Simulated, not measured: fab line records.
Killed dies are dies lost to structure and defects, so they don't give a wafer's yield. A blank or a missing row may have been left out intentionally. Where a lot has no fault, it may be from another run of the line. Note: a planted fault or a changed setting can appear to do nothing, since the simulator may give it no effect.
fab line records ; flow nand-harc
record: lots: 6; wafers: 18; last-day: 33
route steps=1302 shown P_M2@323
lots untouched by any fault: they come from a run of this same line in which no faults occurred
start-h: hours from the record's first day to the start of the lot's first wafer shown ; wait-h: hours elapsed since this lot's preceding step ; " repeats the value in the row above ; L1.1+2: several wafers, shown together as one row ; - no value, or no start given ; * or withheld: withheld ; < > ~ a bound
route shown NAME@n: a module of which the file shows steps, and the number in the route of the first ; usual: mean/standard deviation taken from wafers without a fault ; same: alike in all rows ; chamber/n: place in a boat ; sites: readings site by site ; _std_site: the standard deviation of these ; _edge_site: mean of outer sites minus mean of inner sites ; radius-mm: how far each site lies from the wafer's centre ; mask NAME#n: copy n ; behind: the tool/chamber that last shaped the wafer ; hold: what put the lot on hold/how long, in hours/how the hold closed ; device: the n, p or np transistor that did not switch ; end of line: the route-end tests of the same wafers ; step lacking rows: just its recipe ; killed: at the first sort, the dies lost to defects and structure; wafer yield is something else ; map: the dies of a wafer, with x for killed, . for not killed, _ for no die there
set.NAME: setting as actually run; set.NAME@STEP: the setting as run at that earlier step ; model.NAME: the simulator's own value behind a step, which no gauge read
lots at selected steps of the route; one table per step, one row per wafer
services: from which hour (start-h, from the record's first day; less than 0 if before it) a tool's chamber was out of use, for how many hours, and why
== steps ==
step: NHARC_P_M2_SOFTBAKE_04
recipe: temp-c: 105; time-s: 55
step: NHARC_P_M2_EBR_05
step: NHARC_P_M2_EXPOSE_06
recipe: na: 1.35; target-cd-nm: 170; dose-mj: 80.78; mask-id: P_M2
step: NHARC_P_M2_PEB_07
recipe: peb-temp-c: 100; peb-time-s: 65
step: NHARC_P_M2_DEVELOP_08
recipe: develop-time-s: 35; dev-temp-c: 23
step: NHARC_P_M2_CD_MEAS_09
recipe: target-cd-nm: 170; landing-energy-ev: 500
usual: cd-nm: 169.8/0.51
lot.wafer;tool;chamber;start-h;wait-h;cd-nm
L261.1;cd-sem-02;0;154.76;-;169.8
L261.3;cd-sem-02;0;154.76;-;169.7
L261.4;cd-sem-02;0;154.76;-;169.8
L262.2;cd-sem-03;0;168.63;-;169.4
L262.4;cd-sem-03;0;168.63;-;169.5
L262.6;cd-sem-03;0;168.63;-;168.8
L275.2;cd-sem-03;0;298.59;-;169.1
L275.3;cd-sem-03;0;298.59;-;169.4
L275.5;cd-sem-03;0;298.59;-;169.7
L277.2;cd-sem-02;0;314.61;-;170.1
L277.3;cd-sem-02;0;314.61;-;169.4
L277.4;cd-sem-02;0;314.61;-;169.8
L279.3;cd-sem-01;0;345.47;-;170.2
L279.5;cd-sem-01;0;345.47;-;170.6
L279.6;cd-sem-01;0;345.47;-;170.2
L280.1;cd-sem-03;0;361.54;-;169.6
L280.3;cd-sem-03;0;361.54;-;170.0
L280.5;cd-sem-03;0;361.54;-;168.9
step: NHARC_P_M2_OVL_MEAS_10
recipe: pitch-nm: 340
usual: overlay-x-nm: 0.0/0.94; overlay-y-nm: 0.2/0.78
lot.wafer;tool;chamber;start-h;wait-h;overlay-x-nm;overlay-y-nm
L261.1;overlay-01;-;154.85;-;0.8;0.8
L261.3;overlay-01;-;154.85;-;0.6;1.2
L261.4;overlay-01;-;154.85;-;0.6;0.8
L262.2;overlay-02;-;168.72;-;-0.3;0.3
L262.4;overlay-02;-;168.72;-;0.0;0.0
L262.6;overlay-02;-;168.72;-;-0.6;-0.1
L275.2;overlay-02;-;298.67;-;0.1;-1.3
L275.3;overlay-02;-;298.67;-;-0.2;-0.6
L275.5;overlay-02;-;298.67;-;0.4;-0.9
L277.2;overlay-02;-;314.70;-;-0.4;-0.4
L277.3;overlay-02;-;314.70;-;0.1;-0.5
L277.4;overlay-02;-;314.70;-;-0.1;-0.8
L279.3;overlay-02;-;345.55;-;1.8;0.1
L279.5;overlay-02;-;345.55;-;1.9;-0.2
L279.6;overlay-02;-;345.55;-;2.3;-0.4
L280.1;overlay-01;-;361.63;-;-1.8;-0.7
L280.3;overlay-01;-;361.63;-;-1.8;-0.1
L280.5;overlay-01;-;361.63;-;-1.9;-0.7
step: NHARC_P_M2_INSPECT_11
usual: raw-defect-count: 4.2/2.5
lot.wafer;tool;chamber;start-h;wait-h;raw-defect-count
L261.1;defect-inspect-01;-;154.88;0.0;0
L261.3;defect-inspect-01;-;154.88;0.0;10
L261.4;defect-inspect-01;-;154.88;0.0;2
L262.2;defect-inspect-02;-;168.76;0.0;6
L262.4;defect-inspect-02;-;168.76;0.0;3
L262.6;defect-inspect-02;-;168.76;0.0;5
L275.2;defect-inspect-01;-;298.71;0.0;2
L275.3;defect-inspect-01;-;298.71;0.0;4
L275.5;defect-inspect-01;-;298.71;0.0;2
L277.2;defect-inspect-01;-;314.74;0.0;6
L277.3;defect-inspect-01;-;314.74;0.0;5
L277.4;defect-inspect-01;-;314.74;0.0;3
L279.3;defect-inspect-01;-;345.59;0.0;6
L279.5;defect-inspect-01;-;345.59;0.0;7
L279.6;defect-inspect-01;-;345.59;0.0;4
L280.1;defect-inspect-01;-;361.66;0.0;5
L280.3;defect-inspect-01;-;361.66;0.0;5
L280.5;defect-inspect-01;-;361.66;0.0;2
step: NHARC_P_M2_DESCUM_14
recipe: time-s: 3; o2-flow-sccm: 200; ar-flow-sccm: 0; bias-power-w: 0; chemistry: O2
usual: drypump-motor-current-A: 5.7/0.48; oes-product-au: 1.003/0.0079; rf-vpp-V: 57.7/0.99; showerhead-plenum-p-Torr: 1.93/0.082; throttle-valve-pct: 11.311/0.0096
lot.wafer;tool;chamber;start-h;wait-h;drypump-motor-current-A;oes-product-au;rf-hours-counter-h;rf-vpp-V;showerhead-plenum-p-Torr;throttle-valve-pct
L261.4;rie-diel-02;1;154.95;0.1;5.6;1.000;7.9;56.4;1.98;11.319
L261.3;rie-diel-02;2;154.95;0.1;5.9;1.002;7.1;56.0;1.79;11.318
L261.1;rie-diel-02;0;154.95;0.1;5.6;1.008;7.2;57.2;2.01;11.317
L262.2;rie-diel-02;3;168.82;0.1;5.2;1.010;7.5;56.6;2.01;11.312
L262.4;rie-diel-02;2;168.82;0.1;5.9;0.996;8.3;57.8;1.79;11.315
L262.6;rie-diel-02;3;168.82;0.1;5.1;1.003;-;58.5;2.01;11.313
L275.2;rie-diel-09;1;298.77;0.1;5.7;0.997;6.3;56.3;1.86;11.326
L275.3;rie-diel-09;3;298.77;0.1;6.4;1.007;5.4;57.8;1.79;11.319
L275.5;rie-diel-09;1;298.77;0.1;5.8;0.997;-;58.4;1.86;11.317
L277.4;rie-diel-09;3;314.80;0.1;6.5;1.009;5.6;57.7;1.79;11.307
L277.2;rie-diel-09;0;314.80;0.1;6.4;1.004;4.5;59.1;1.98;11.302
L277.3;rie-diel-09;2;314.80;0.1;5.2;1.000;7.4;56.4;1.85;11.311
L279.3;rie-diel-09;0;345.66;0.1;6.4;0.982;0.4;58.7;1.98;11.334
L279.5;rie-diel-09;3;345.66;0.1;6.5;0.986;-;58.8;1.79;11.304
L279.6;rie-diel-09;0;345.66;0.1;6.4;0.993;-;57.5;1.98;11.309
L280.1;rie-diel-02;2;361.74;0.1;5.9;0.995;9.1;56.6;1.79;11.306
L280.3;rie-diel-02;3;361.74;0.1;5.2;1.004;8.2;57.2;2.00;11.306
L280.5;rie-diel-02;0;361.74;0.1;5.5;1.004;-;57.5;2.00;11.305
step: NHARC_P_M2_ETCH_35
recipe: target-depth-a: 400; overetch-a: 120; time-s: 43.94; ion-energy-ev: 200; n2-flow-sccm: 150; h2-flow-sccm: 150; ar-flow-sccm: 0; rf-w: 400; bias-w: 150; chemistry: N2/H2
usual: drypump-motor-current-A: 5.7/0.47; n2-flow-sccm: 150.1/0.49; oes-product-au: 1.002/0.007; rf-vpp-V: 431.0/2.7; showerhead-plenum-p-Torr: 2.06/0.089; throttle-valve-pct: 14.171/0.0092
lot.wafer;tool;chamber;start-h;wait-h;drypump-motor-current-A;n2-flow-sccm;oes-product-au;rf-hours-counter-h;rf-vpp-V;showerhead-plenum-p-Torr;throttle-valve-pct
L261.4;rie-diel-02;0;155.04;0.1;5.6;149.6;0.995;7.2;434.0;2.14;14.164
L261.3;rie-diel-02;1;155.04;0.1;5.6;149.5;1.006;7.9;432.0;2.11;14.171
L261.1;rie-diel-02;2;155.04;0.1;5.9;150.0;1.000;7.2;427.2;1.90;14.177
L262.2;rie-diel-02;0;168.90;0.1;5.6;149.5;0.998;8.0;432.9;2.14;14.171
L262.4;rie-diel-02;2;168.90;0.1;5.9;150.2;0.998;8.3;425.7;1.90;14.171
L262.6;rie-diel-02;0;168.90;0.1;5.5;150.1;0.998;-;433.0;2.14;14.171
L275.3;rie-diel-09;2;298.86;0.1;5.2;148.8;1.015;7.1;428.8;1.97;14.163
L275.2;rie-diel-09;3;298.86;0.1;6.5;150.7;1.000;5.4;427.4;1.91;14.173
L275.5;rie-diel-09;3;298.86;0.1;6.5;150.5;0.992;-;425.5;1.91;14.175
L277.3;rie-diel-09;1;314.89;0.1;5.8;151.2;1.002;6.5;428.8;1.98;14.172
L277.4;rie-diel-09;2;314.89;0.1;5.1;150.8;0.999;7.4;428.3;1.97;14.177
L277.2;rie-diel-09;3;314.89;0.1;6.4;149.6;0.999;5.6;426.2;1.90;14.177
L279.3;rie-diel-09;1;345.74;0.1;5.8;149.7;0.993;0.6;429.3;1.98;14.173
L279.6;rie-diel-09;0;345.74;0.1;6.4;149.6;0.997;-;433.2;2.11;14.182
L279.5;rie-diel-09;1;345.74;0.1;5.8;150.1;0.997;-;428.9;1.98;14.175
L280.1;rie-diel-02;1;361.81;0.1;5.6;149.9;0.988;10.2;432.2;2.11;14.200
L280.3;rie-diel-02;0;361.81;0.1;5.5;150.3;1.005;9.5;434.4;2.14;14.161
L280.5;rie-diel-02;2;361.81;0.1;6.0;149.6;1.007;-;426.2;1.90;14.165
step: NHARC_P_M2_ETCH_15
recipe: target-depth-a: 1825; time-s: 91.2; c4f8-flow-sccm: withheld; ar-flow-sccm: 400; rf-w: 600; bias-w: 300; chemistry: C4F8/Ar
usual: oes-product-au: 0.941/0.019; rf-vpp-V: 441.0/2.7
lot.wafer;tool;chamber;start-h;wait-h;oes-product-au;rf-hours-counter-h;rf-vpp-V
L261.3;rie-diel-02;3;-;-;0.923;6.7;443.1
L261.1;rie-diel-02;0;-;-;0.928;7.3;443.7
L261.4;rie-diel-02;1;-;-;0.928;7.9;442.1
L262.4;rie-diel-02;3;-;-;0.935;7.5;442.6
L262.2;rie-diel-02;0;-;-;0.919;8.0;443.0
L262.6;rie-diel-02;2;-;-;0.928;-;437.9
L275.2;rie-diel-09;3;-;-;0.928;5.4;437.5
L275.3;rie-diel-09;1;-;-;0.918;6.3;438.9
L275.5;rie-diel-09;2;-;-;0.925;-;439.8
L277.2;rie-diel-09;2;-;-;0.973;7.4;439.5
L277.4;rie-diel-09;0;-;-;0.960;4.5;444.2
L277.3;rie-diel-09;1;-;-;0.972;6.6;440.1
L279.3;rie-diel-09;1;-;-;0.973;0.6;440.4
L279.6;rie-diel-09;1;-;-;0.973;-;439.0
L279.5;rie-diel-09;2;-;-;0.968;-;437.3
L280.3;rie-diel-02;2;-;-;0.919;9.1;435.7
L280.1;rie-diel-02;0;-;-;0.922;9.5;443.6
L280.5;rie-diel-02;2;-;-;0.922;-;437.3
step: NHARC_P_M2_CD_MEAS_16
usual: cd-nm: 169.7/0.66
lot.wafer;tool;chamber;start-h;wait-h;cd-nm
L261.1;cd-sem-02;-;155.25;-;170.0
L261.3;cd-sem-02;-;155.25;-;169.8
L261.4;cd-sem-02;-;155.25;-;170.3
L262.2;cd-sem-03;-;169.12;-;169.2
L262.4;cd-sem-03;-;169.12;-;169.4
L262.6;cd-sem-03;-;169.12;-;169.6
L275.2;cd-sem-03;-;299.08;-;169.5
L275.3;cd-sem-03;-;299.08;-;170.7
L275.5;cd-sem-03;-;299.08;-;170.1
L277.2;cd-sem-02;-;315.11;-;169.5
L277.3;cd-sem-02;-;315.11;-;169.0
L277.4;cd-sem-02;-;315.11;-;170.0
L279.3;cd-sem-03;-;345.96;-;170.0
L279.5;cd-sem-03;-;345.96;-;170.7
L279.6;cd-sem-03;-;345.96;-;170.0
L280.1;cd-sem-03;-;362.03;-;169.9
L280.3;cd-sem-03;-;362.03;-;170.1
L280.5;cd-sem-03;-;362.03;-;168.9
step: NHARC_P_M2_STRIP_18
recipe: power-w: 1000; n2-flow-sccm: 150; h2-flow-sccm: 150; ar-flow-sccm: 0; bias-w: 0; chemistry: N2/H2
usual: bias-w: 0/0; chamber-pressure-mTorr: 30.001/0.027; drypump-motor-current-A: 5.6/0.42; n2-flow-sccm: 150.1/0.43; oes-product-au: 1.003/0.0081; rf-vpp-V: 90.9/1.1; showerhead-plenum-p-Torr: 2.07/0.089; throttle-valve-pct: 14.173/0.0098
lot.wafer;tool;chamber;start-h;wait-h;bias-w;chamber-pressure-mTorr;drypump-motor-current-A;n2-flow-sccm;oes-product-au;rf-hours-counter-h;rf-vpp-V;showerhead-plenum-p-Torr;throttle-valve-pct
L261.1;rie-diel-12;2;155.33;0.1;-;-;-;-;-;-;-;-;-
L261.3;rie-diel-12;3;155.33;0.1;-;-;-;-;-;-;-;-;-
L261.4;rie-diel-12;0;155.33;0.1;-;-;-;-;-;-;-;-;-
L262.4;rie-diel-12;3;169.20;0.1;-;-;-;-;-;-;-;-;-
L262.2;rie-diel-12;0;169.20;0.1;-;-;-;-;-;-;-;-;-
L262.6;rie-diel-12;0;169.20;0.1;-;-;-;-;-;-;-;-;-
L275.3;rie-diel-12;1;299.15;0.1;0;30.029;6.1;149.4;0.991;0.6;91.2;2.07;14.152
L275.2;rie-diel-12;0;299.15;0.1;0;30.008;5.3;150.8;1.002;0.8;90.9;2.12;14.169
L275.5;rie-diel-12;2;299.15;0.1;0;30.012;5.4;149.8;1.005;-;92.1;2.10;14.177
L277.3;rie-diel-02;0;315.18;0.1;0;30.002;5.5;150.1;1.004;6.8;91.6;2.14;14.192
L277.2;rie-diel-02;1;315.18;0.1;0;30.007;5.7;149.9;0.996;6.7;90.6;2.11;14.166
L277.4;rie-diel-02;3;315.18;0.1;0;30.012;5.2;149.8;1.008;6.1;91.3;2.14;14.194
L279.3;rie-diel-09;1;346.11;0.1;0;30.047;5.8;150.7;1.002;0.6;90.7;1.98;14.181
L279.5;rie-diel-09;2;346.11;0.1;0;30.022;5.2;150.0;1.005;-;91.2;1.97;14.161
L279.6;rie-diel-09;3;346.11;0.1;0;29.935;6.5;149.8;1.001;-;90.7;1.91;14.167
L280.1;rie-diel-09;3;362.13;0.1;0;29.987;6.5;150.1;0.990;1.2;88.8;1.90;14.176
L280.3;rie-diel-09;1;362.13;0.1;0;30.020;5.8;149.8;0.995;1.7;89.1;1.98;14.172
L280.5;rie-diel-09;3;362.13;0.1;0;29.963;6.5;150.7;0.977;-;90.3;1.91;14.173
step: NHARC_P_M2_ETCH_28
recipe: target-depth-a: 300; over-etch-frac: 0.3; time-s: 72.99; ion-energy-ev: 150; cf4-flow-sccm: 50; n2-flow-sccm: 100; ar-flow-sccm: 150; rf-w: 300; bias-w: 100; chemistry: CF4/N2
usual: drypump-motor-current-A: 5.6/0.43; n2-flow-sccm: 99.98/0.29; oes-product-au: 1.003/0.009; rf-vpp-V: 314.9/1.9; showerhead-plenum-p-Torr: 2.67/0.1; throttle-valve-pct: 19.795/0.009
lot.wafer;tool;chamber;start-h;wait-h;drypump-motor-current-A;n2-flow-sccm;oes-product-au;rf-hours-counter-h;rf-vpp-V;showerhead-plenum-p-Torr;throttle-valve-pct
L261.3;rie-diel-12;0;155.57;0.2;5.3;99.72;1.009;2.6;316.1;2.73;19.779
L261.1;rie-diel-12;2;155.57;0.2;5.4;99.59;1.008;2.7;314.2;2.70;19.812
L261.4;rie-diel-12;3;155.57;0.2;5.3;100.02;1.004;2.8;316.8;2.78;19.813
L262.2;rie-diel-12;0;169.44;0.2;5.2;100.67;1.001;3.9;316.0;2.72;19.785
L262.4;rie-diel-12;2;169.44;0.2;5.4;99.71;1.012;3.4;315.8;2.70;19.799
L262.6;rie-diel-12;0;169.44;0.2;5.3;100.10;1.002;-;316.4;2.72;19.798
L275.3;rie-diel-12;1;-;-;6.1;100.30;0.986;0.6;314.6;2.66;19.802
L275.2;rie-diel-12;2;-;-;5.4;99.99;1.008;0.7;316.9;2.70;19.787
L275.5;rie-diel-12;0;-;-;5.3;99.67;1.001;-;316.0;2.72;19.790
L277.2;rie-diel-02;0;-;-;5.5;100.43;1.020;6.9;316.5;2.74;19.807
L277.4;rie-diel-02;1;-;-;5.6;100.04;0.988;6.8;315.7;2.71;19.802
L277.3;rie-diel-02;2;-;-;5.9;100.15;1.004;6.2;311.0;2.46;19.780
L279.3;rie-diel-09;0;-;-;6.4;100.24;1.007;0.5;316.0;2.71;19.784
L279.5;rie-diel-09;2;-;-;5.2;99.69;0.994;-;314.2;2.54;19.793
L279.6;rie-diel-09;3;-;-;6.4;99.86;0.985;-;309.8;2.47;19.790
L280.1;rie-diel-09;3;-;-;6.4;100.19;0.997;1.2;312.6;2.47;19.792
L280.3;rie-diel-09;0;-;-;6.5;99.80;0.989;1.2;313.5;2.71;19.789
L280.5;rie-diel-09;0;-;-;6.5;99.79;0.993;-;314.9;2.71;19.793
== services ==
tool;chamber;start-h;hours;kind
rie-diel-09;2;137.26;3.3;repair
rie-diel-09;-;143.10;9.0;pm
rie-diel-09;0;143.10;9.0;vent-cycle
rie-diel-09;1;143.10;9.0;vent-cycle
rie-diel-09;2;143.10;9.0;vent-cycle
rie-diel-09;3;143.10;9.0;vent-cycle
rie-diel-09;0;152.10;-;clean
rie-diel-09;1;152.10;-;clean
rie-diel-09;2;152.10;-;clean
rie-diel-09;3;152.10;-;clean
rie-diel-09;-;165.66;52.8;repair
rie-diel-12;3;182.55;2.5;repair
rie-diel-02;0;184.27;3.9;repair
rie-diel-12;1;195.26;6.4;repair
rie-diel-02;-;216.70;9.0;pm
rie-diel-09;0;224.60;-;clean
rie-diel-09;1;224.60;-;clean
rie-diel-09;2;224.60;-;clean
rie-diel-09;3;233.93;11.8;repair
rie-diel-09;0;236.61;15.8;repair
rie-diel-12;-;268.46;9.0;pm
rie-diel-09;-;271.89;1.1;repair
rie-diel-02;1;316.32;2.1;repair
rie-diel-09;-;320.10;9.0;pm
== key ==
first-sign: step: NHARC_P_M2_STRIP_18; reading: tool-record; direction: missing
effect none on later readings
met-at NHARC_P_M2_STRIP_18
struck-wafers L261.1,L261.3,L261.4,L262.2,L262.4,L262.6
later-rows-left-out L261.1,L261.3,L261.4,L262.2,L262.4,L262.6
sort-left-out L261.1,L261.3,L261.4,L262.2,L262.4,L262.6
fault: kind: skipped-step-whole; tool: rie-diel-12; chamber: -; onset-h: 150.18; steps: NHARC_P_M2_STRIP_18; scope: struck-lots-only
sort-left-out: the simulated sort isn't trusted on such a fault, so these wafers' sort isn't shown, and their yield isn't known
later-rows-left-out: the simulator's readings of these wafers behind a module that went badly wrong aren't trusted and aren't shown, but for the sort
